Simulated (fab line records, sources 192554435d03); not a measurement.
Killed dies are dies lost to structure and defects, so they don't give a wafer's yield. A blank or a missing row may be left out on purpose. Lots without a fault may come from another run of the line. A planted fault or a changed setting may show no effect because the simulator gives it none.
fab line records | flow n5_finfet
record lots=7 wafers=18 last_day=18
route steps=1938 shown BEOL_M13@1696 PASSIVATION@1936
lots that met no fault: from a run of the same line without faults
start_h: hours from the record's first day to the start of the lot's first wafer shown | wait_h: hours since the lot's step before | " the same as in the row above | L1.1+2: a row that stands for several wafers | - no value, or no start given | * or withheld: withheld | < > ~ a bound
route shown NAME@n: a module of which the file shows steps, and the number in the route of the first | usual: mean/standard deviation of fault-free wafers | same: alike in all rows | chamber/n: place in a boat | sites: the reading at each site | _std_site: their standard deviation | _edge_site: outer sites' mean less inner sites' | radius_mm: how far each site lies from the wafer's centre | mask NAME#n: copy n | behind: the tool/chamber that last shaped the wafer | hold: why the lot was held/for how many hours/how that ended | device: the transistor (n, p or np) that didn't switch | end of line: the same wafers' tests at the end of the route | a step without rows: its recipe alone | killed: dies lost to structure and defects at the first sort, not the wafer's yield | map: a wafer's dies, x killed, . not, _ none there
set.NAME: the setting as run; set.NAME@STEP: as run at that earlier step | model.NAME: the simulator's own value behind a step, which no gauge read
lots at some steps of the route; a table a step, a row a wafer
services: from which hour (start_h, from the record's first day; less than 0 if before it) a tool's chamber was out of use, for how many hours, and why
## steps
# step N5_BEOL_M13_TRENCH_ETCH_34
# recipe chemistry=C4F8/O2/Ar target=SiOC target_depth_a=4134.7 mask_material=SOC pressure_mtorr=30 source_w=3000 bias_w=700 Ar_flow_sccm=400 C4F8_flow_sccm=15 O2_flow_sccm=8 he_inner_torr=15 he_outer_torr=30 time_s=162.6 ion_energy_ev=250
# usual drypump_motor_current_A=5.9/0.34 oes_product_au=0.82/0.083 rf_vpp_V=666.8/2.6 showerhead_plenum_p_Torr=3.46/0.084 throttle_valve_pct=24.23/0.22
# columns lot.wafer tool chamber start_h wait_h drypump_motor_current_A oes_product_au rf_hours_counter_h rf_vpp_V showerhead_plenum_p_Torr throttle_valve_pct
L373.1 rie_diel-01 2 279.61 0.0 5.8 0.93 33 671.3 3.59 23.99
L373.5 " 0 " " 6.3 0.83 - 667.7 3.46 24.50
L373.6 " 1 " " 5.8 0.90 - 666.9 3.51 24.34
L380.1 rie_diel-01 2 341.56 0.0 5.9 0.90 50 671.3 3.58 24.01
L380.2 " 0 " " 6.3 0.79 104 665.8 3.45 24.53
L381.1 rie_diel-01 1 350.09 0.0 5.8 0.87 40 666.4 3.50 24.34
L381.2 " 0 " " 6.3 0.79 106 664.9 3.45 24.54
L382.3 rie_diel-05 3 350.37 0.0 5.8 0.89 29 667.1 3.46 24.10
L382.6 " 1 " " 6.0 0.71 - 663.9 3.37 24.19
L385.1 rie_diel-05 1 378.48 0.0 6.0 0.70 199 664.8 3.37 24.19
L385.4 " 2 " " 5.0 0.69 236 660.4 3.26 24.22
L385.6 " 3 " " 5.8 0.86 - 666.3 3.46 24.12
L386.2 rie_diel-02 1 380.58 0.0 5.7 0.83 64 666.9 3.49 24.19
L386.4 " 3 " " 6.3 0.82 89 669.7 3.56 24.11
L386.5 " 3 " " 6.3 0.82 - 668.9 3.56 24.11
L389.2 rie_diel-02 3 402.07 0.0 6.2 0.82 93 669.9 3.56 24.12
L389.4 " 2 " " 6.1 0.90 21 664.3 3.34 23.77
L389.6 " 3 " " 6.3 0.82 - 669.3 3.56 24.12
# step N5_BEOL_M13_STRIP_70
# recipe chemistry=C4F8/O2/Ar resist=SiARC rf_frequency_hz=6e+07
# step N5_BEOL_M13_OCD_MEAS_35
# usual trench_depth_nm=412/6.5
# columns lot.wafer tool chamber start_h wait_h trench_depth_nm
L373.1 ocd-01 - 279.78 0.0 431
L373.5 " - " " 425
L373.6 " - " " 415
L380.1 ocd-01 - 341.73 0.0 424
L380.2 " - " " 410
L381.1 ocd-02 - 350.26 0.0 415
L381.2 " - " " 411
L382.3 ocd-01 - 350.55 0.0 414
L382.6 " - " " 400
L385.1 ocd-02 - 378.65 0.0 397
L385.4 " - " " 411
L385.6 " - " " 408
L386.2 ocd-01 - 380.76 0.0 413
L386.4 " - " " 415
L386.5 " - " " 414
L389.2 ocd-02 - 402.25 0.0 414
L389.4 " - " " 408
L389.6 " - " " 417
# step N5_BEOL_M13_STRIP_37
# recipe chemistry=N2/H2 power_w=1000 temp_c=250 h2_frac=0.65 overash_fraction=0.3 pressure_mtorr=withheld n2_flow_sccm=1750 h2_flow_sccm=3250
# usual drypump_motor_current_A=6.35/0.093 heater_power_w=328/16 oes_product_au=0.785/0.011
# columns lot.wafer tool chamber start_h wait_h drypump_motor_current_A heater_power_w oes_product_au rf_hours_counter_h
L373.1 plasma_asher-02 1 279.82 0.0 6.42 354 0.790 86
L373.5 " 0 " " 6.27 318 0.773 -
L373.6 " 1 " " 6.44 344 0.789 -
L380.1 plasma_asher-02 1 341.77 0.0 6.42 354 0.781 98
L380.2 " 0 " " 6.26 318 0.802 98
L381.1 plasma_asher-01 0 350.30 0.0 6.43 305 0.782 127
L381.2 " 1 " " 6.37 316 0.775 127
L382.3 plasma_asher-02 0 350.60 0.1 6.23 327 0.787 -
L382.6 " 0 " " 6.22 316 0.772 -
L385.1 plasma_asher-02 0 378.69 0.0 6.23 328 0.784 105
L385.4 " 0 " " 6.27 320 0.792 -
L385.6 " 1 " " 6.43 345 0.812 -
L386.2 plasma_asher-01 0 380.80 0.0 6.46 308 0.781 133
L386.4 " 1 " " 6.42 321 0.795 -
L386.5 " 0 " " 6.45 302 0.789 -
L389.2 plasma_asher-01 0 402.40 0.1 6.44 307 0.793 137
L389.4 " 0 " " 6.45 304 0.769 -
L389.6 " 1 " " 6.41 324 0.816 -
# step N5_BEOL_M13_ETCH_38
# recipe chemistry=CF4/N2 target=SiCN target_depth_a=675 taper_deg=2 time_s=71.9 ion_energy_ev=150 mask_material=SiO2 pressure_mtorr=40 source_w=430 bias_w=70 Ar_flow_sccm=100 cf4_flow_sccm=60 n2_flow_sccm=60
# usual drypump_motor_current_A=5.90/0.29 oes_product_au=0.82/0.073 rf_vpp_V=383.2/1.6 showerhead_plenum_p_Torr=2.25/0.051 throttle_valve_pct=15.46/0.23
# columns lot.wafer tool chamber start_h wait_h drypump_motor_current_A oes_product_au rf_hours_counter_h rf_vpp_V showerhead_plenum_p_Torr throttle_valve_pct
L373.1 rie_diel-02 2 280.47 - 6.14 0.66 242 382.0 2.18 15.48
L373.5 " 2 " " 6.16 0.66 - 382.1 2.18 15.49
L373.6 " 1 " " 5.71 0.88 - 384.6 2.26 15.24
L380.1 rie_diel-01 2 341.97 - 5.89 0.89 50 386.4 2.32 15.29
L380.2 " 1 " " 5.81 0.86 38 384.2 2.26 15.45
L381.1 rie_diel-01 0 351.93 - 6.33 0.80 106 382.2 2.23 15.75
L381.2 " 3 " " 5.86 0.81 108 383.6 2.22 15.56
L382.3 rie_diel-02 0 352.23 - 5.46 0.70 215 383.9 2.27 15.95
L382.6 " 1 " " 5.69 0.85 - 382.6 2.25 15.29
L385.1 rie_diel-01 1 379.91 - 5.80 0.85 51 381.5 2.25 15.48
L385.4 " 2 " " 5.83 0.89 - 385.0 2.31 15.31
L385.6 " 0 " " 6.31 0.79 - 382.8 2.23 15.78
L386.2 rie_diel-02 2 384.74 - 6.18 0.90 16 381.7 2.17 15.03
L386.4 " 0 " " 5.46 0.70 - 384.0 2.26 15.96
L386.5 " 2 " " 6.18 0.90 - 380.8 2.17 15.04
L389.2 rie_diel-05 3 403.46 - 5.76 0.87 46 381.9 2.24 15.34
L389.4 " 0 " " 6.11 0.90 23 383.8 2.26 15.31
L389.6 " 1 " " 6.02 0.71 - 381.5 2.18 15.58
# step N5_BEOL_M13_PRECLEAN_39
# recipe chemistry=residue_remover time_s=60 temp_c=40
# step N5_BEOL_M13_SRD_40
# recipe time_s=30 temp_c=23 rinse_liquid=diw dry=n2_spin spin_rpm=1500 dry_time_s=30
# step N5_BEOL_M13_DEGAS_41
# recipe ambient=vacuum temp_c=250 time_s=60
# step N5_BEOL_M13_PRE_CLEAN_42
# recipe gas=H2/He time_s=30 temp_c=250
# usual heater_power_w=338/20 susceptor_temp_C=250.03/0.17
# columns lot.wafer tool chamber start_h wait_h heater_power_w susceptor_temp_C
L373.1 pvd_sputter-02 - 281.41 0.0 335 249.96
L373.5 " - " " 326 250.10
L373.6 " - " " 371 250.03
L380.1 pvd_sputter-02 - 342.93 0.0 313 250.01
L380.2 " - " " 339 250.24
L381.1 pvd_sputter-03 - 352.49 0.0 314 249.99
L381.2 " - " " 371 249.88
L382.3 pvd_sputter-02 - 352.54 0.0 327 250.26
L382.6 " - " " 322 250.26
L385.1 pvd_sputter-01 - 380.49 0.0 344 250.10
L385.4 " - " " 342 250.18
L385.6 " - " " 328 249.73
L386.2 pvd_sputter-01 - 385.03 0.0 342 249.98
L386.4 " - " " 323 249.76
L386.5 " - " " 326 250.10
L389.2 pvd_sputter-01 - 404.02 0.0 312 250.11
L389.4 " - " " 321 250.18
L389.6 " - " " 333 249.88
# step N5_BEOL_M13_SPUTTER_43
# recipe material=TaN target_thk_a=150 temp_c=50 bias_v=168.6 power_w=15000 chamber_pressure_pa=0.12 time_s=24.19
# usual susceptor_temp_C=49.98/0.12 throttle_valve_pct=30.3/1.2
# columns lot.wafer tool chamber start_h wait_h susceptor_temp_C throttle_valve_pct
L373.1 pvd_sputter-02 - 281.45 0.0 49.94 28.7
L373.5 " - " " 49.83 28.3
L373.6 " - " " 49.82 30.3
L380.1 pvd_sputter-02 - 342.97 0.0 49.89 29.5
L380.2 " - " " 49.85 28.3
L381.1 pvd_sputter-03 - 352.53 0.0 50.08 30.2
L381.2 " - " " 50.04 28.4
L382.3 pvd_sputter-02 - 352.58 0.0 50.08 28.4
L382.6 " - " " 50.11 28.2
L385.1 pvd_sputter-01 - 380.53 0.0 50.03 31.5
L385.4 " - " " 49.98 31.7
L385.6 " - " " 50.18 31.4
L386.2 pvd_sputter-01 - 385.07 0.0 49.86 31.6
L386.4 " - " " 49.98 30.3
L386.5 " - " " 50.01 31.7
L389.2 pvd_sputter-01 - 404.06 0.0 49.94 30.6
L389.4 " - " " 49.97 31.5
L389.6 " - " " 50.09 31.5
# step N5_BEOL_M13_SPUTTER_44
# recipe material=Ta target_thk_a=100 temp_c=50 bias_v=80 power_w=15000 chamber_pressure_pa=0.07 time_s=16.13
# step N5_BEOL_M13_SPUTTER_45
# recipe material=Cu target_thk_a=800 temp_c=-20 bias_v=60 power_w=26000 chamber_pressure_pa=0.13 time_s=13.33
# step N5_BEOL_M13_ECD_47
# recipe material=Cu target_thk_a=9360
# columns lot.wafer tool chamber start_h wait_h model.Cu_of_BEOL_M13_ECD_47.thk_nm
L373.1 ecd_cu-01 0 281.73 0.1 934.8
L373.5 " 0 " " 931
L373.6 " 1 " " 936
L380.1 ecd_cu-01 0 343.25 0.1 939
L380.2 " 1 " " 1233
L381.1 ecd_cu-01 0 352.81 0.1 929.8
L381.2 " 1 " " 1246
L382.3 ecd_cu-01 0 353.00 0.2 1226
L382.6 " 0 " " 938
L385.1 ecd_cu-02 0 380.81 0.1 941.6
L385.4 " 0 " " 913.8
L385.6 " 0 " " 941.4
L386.2 ecd_cu-02 0 385.35 0.1 921.6
L386.4 " 1 " " 931.4
L386.5 " 1 " " 923.2
L389.2 ecd_cu-02 0 404.34 0.1 931.6
L389.4 " 1 " " 936.2
L389.6 " 0 " " 923.2
# step N5_BEOL_M13_ANNEAL_48
# recipe temp_c=225 time_s=90 ambient=N2
# step N5_PASSIVATION_PROBE_49
# usual defect_limited_yield=91.2/1.4 killed_at_M0_to_M3=34/9.4 killed_at_M4_up=14/5.6 killed_at_contacts=13/7.8 killed_at_front_end=37/10 killed_at_other=4/3.3 killed_dies=103/17 killed_on_rim=14/3.5 killed_open=68/13 killed_short=33/8.2 sort_bin_5_function=5.1/0.92 sort_bin_6_memory=3.3/0.71 sort_n_pass=1077/17 sort_yield_pct=91.2/1.4
# same gross_dies=1180 killed_at_back_side=0 sort_bin_4_leakage[%]=0 sort_bin_8_speed[%]=0
# columns lot.wafer tool chamber start_h wait_h defect_limited_yield[%] killed_at_M0_to_M3 killed_at_M4_up killed_at_contacts killed_at_front_end killed_at_other killed_dies killed_on_rim killed_open killed_short sort_bin_5_function[%] sort_bin_6_memory[%] sort_n_pass sort_yield_pct[%]
L380.1 prober-02 - 372.54 0.0 90.3 42 9 28 34 1 114 9 75 39 5.7 3.7 1066 90.3
L380.2 prober-02 - 372.59 0.1 91.2 39 11 19 35 0 104 11 64 39 5.3 3.3 1076 91.2
L381.1 prober-01 - 377.92 0.0 91.4 43 22 8 27 1 101 20 71 29 5.5 2.6 1079 91.4
L381.2 prober-01 - 377.97 0.1 89.6 48 21 6 47 1 123 13 91 32 6.1 3.8 1057 89.6
L382.3 prober-01 - 381.69 0.1 94.9 18 9 11 17 5 60 10 38 17 3.3 1.4 1120 94.9
L382.6 prober-01 - 381.84 0.3 90.4 32 7 33 34 7 113 11 76 34 5.6 3.5 1067 90.4
L385.1 prober-01 - 409.87 0.0 92.5 28 7 7 45 2 89 13 70 19 4.2 3.0 1091 92.5
L385.4 prober-01 - 410.02 0.2 91.3 25 12 9 56 1 103 20 63 34 4.9 3.1 1077 91.3
L385.6 prober-01 - 410.12 0.3 93.6 27 6 11 30 2 76 9 51 25 3.2 2.7 1104 93.6
# killed by level:class
L380.1 MOL_CONTACT_COAG:geometric_particle:open=23 BEOL_M0_SAQP:geometric_particle:short=15 GATE_CUT:geometric_particle:open=10 BEOL_M0_SAQP:geometric_particle:open=10 STI_FIN_REVEAL:geometric_particle:open=6 GATE_CUT:geometric_particle:short=6 MOL_CONTACT_COAG:geometric_particle:short=5 BEOL_M1:geometric_particle:open=5
L380.2 BEOL_M3:geometric_particle:open=16 MOL_CONTACT_COAG:geometric_particle:open=13 FIN_SAQP:geometric_particle:short=10 BEOL_M0_SAQP:geometric_particle:short=9 GATE_CUT:geometric_particle:short=7 MOL_CONTACT_COAG:geometric_particle:short=6 BEOL_M0_SAQP:geometric_particle:open=5 BEOL_M2:geometric_particle:open=4
L381.1 BEOL_M0_SAQP:geometric_particle:open=18 BEOL_M0_SAQP:geometric_particle:short=12 STI_FIN_REVEAL:geometric_particle:open=11 MOL_CONTACT_COAG:geometric_particle:open=8 BEOL_M5:geometric_particle:open=7 BEOL_M2:geometric_particle:open=6 GATE_CUT:geometric_particle:short=5 BEOL_M1:geometric_particle:open=5
L381.2 STI_FIN_REVEAL:geometric_particle:open=16 BEOL_M0_SAQP:geometric_particle:open=15 BEOL_M0_SAQP:geometric_particle:short=11 FIN_SAQP:geometric_particle:open=9 BEOL_M5:geometric_particle:open=9 BEOL_M1:geometric_particle:open=8 BEOL_M2:geometric_particle:open=7 MOL_CONTACT_COAG:geometric_particle:open=6
L382.3 MOL_CONTACT_COAG:geometric_particle:open=9 BEOL_M3:geometric_particle:open=7 FIN_SAQP:geometric_particle:open=3 BEOL_M0_SAQP:geometric_particle:short=3 HKMG_FIN:area_etch=3 FIN_SAQP:geometric_particle:short=2 STI_FIN_REVEAL:geometric_particle:open=2 DUMMY_GATE:geometric_particle:open=2
L382.6 MOL_CONTACT_COAG:geometric_particle:open=25 FIN_SAQP:geometric_particle:short=10 MOL_CONTACT_COAG:geometric_particle:short=8 BEOL_M0_SAQP:geometric_particle:open=8 BEOL_M3:geometric_particle:open=7 FIN_SAQP:geometric_particle:open=6 STI_FIN_REVEAL:geometric_particle:open=6 BEOL_M1:geometric_particle:open=6
L385.1 STI_FIN_REVEAL:geometric_particle:open=18 BEOL_M1:geometric_particle:open=10 FIN_SAQP:geometric_particle:open=9 GATE_CUT:geometric_particle:open=6 MOL_CONTACT_COAG:geometric_particle:open=6 BEOL_M0_SAQP:geometric_particle:short=5 FIN_SAQP:geometric_particle:short=4 BEOL_M0_SAQP:geometric_particle:open=3
L385.4 FIN_SAQP:geometric_particle:open=12 FIN_SAQP:geometric_particle:short=11 STI_FIN_REVEAL:geometric_particle:open=11 BEOL_M0_SAQP:geometric_particle:open=9 MOL_CONTACT_COAG:geometric_particle:open=8 BEOL_M0_SAQP:geometric_particle:short=5 BEOL_M2:geometric_particle:open=5 HKMG_FIN:area_etch=5
L385.6 STI_FIN_REVEAL:geometric_particle:open=12 BEOL_M2:geometric_particle:open=10 MOL_CONTACT_COAG:geometric_particle:open=8 BEOL_M0_SAQP:geometric_particle:open=6 BEOL_M1:geometric_particle:open=5 BEOL_M0_SAQP:geometric_particle:short=4 FIN_SAQP:geometric_particle:short=3 DUMMY_GATE:geometric_particle:open=3
## services
# columns tool chamber start_h hours kind
rie_diel-02 - 263.90 1.7 repair
plasma_asher-01 - 287.13 3.1 repair
rie_diel-05 0 306.85 - clean
rie_diel-05 0 306.85 - consumable_replace:focus_ring
rie_diel-05 0 306.85 23.4 scheduled_down
rie_diel-05 0 306.85 23.4 vent_cycle
rie_diel-01 0 309.55 5.6 repair
rie_diel-02 2 313.40 - clean
rie_diel-02 2 313.40 - consumable_replace:focus_ring
rie_diel-02 2 313.40 18.2 scheduled_down
rie_diel-02 2 313.40 18.2 vent_cycle
ecd_cu-02 - 320.46 2.9 repair
rie_diel-01 - 320.61 2.8 pm
ecd_cu-02 - 334.44 5.6 pm
plasma_asher-02 - 338.81 2.4 repair
rie_diel-01 3 370.74 13.1 repair
rie_diel-02 3 383.28 7.3 repair
ecd_cu-01 - 389.28 5.7 pm
## key
first_sign none at tools or gauges
model_effect step=N5_BEOL_M13_ECD_47 value=Cu_of_BEOL_M13_ECD_47.thk_nm without=924.2 struck=1235
met_at N5_BEOL_M13_ECD_47
struck_wafers L380.2,L381.2,L382.3
onset_between 281.73 343.25
fault kind=process_parameter_drift tool=ecd_cu-01 chamber=- onset_h=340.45 steps=N5_BEOL_M13_ECD_47 channel=target_thk_a offset=* shape=step end_h=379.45 scope=struck_wafers_only acts_in=* stated=*
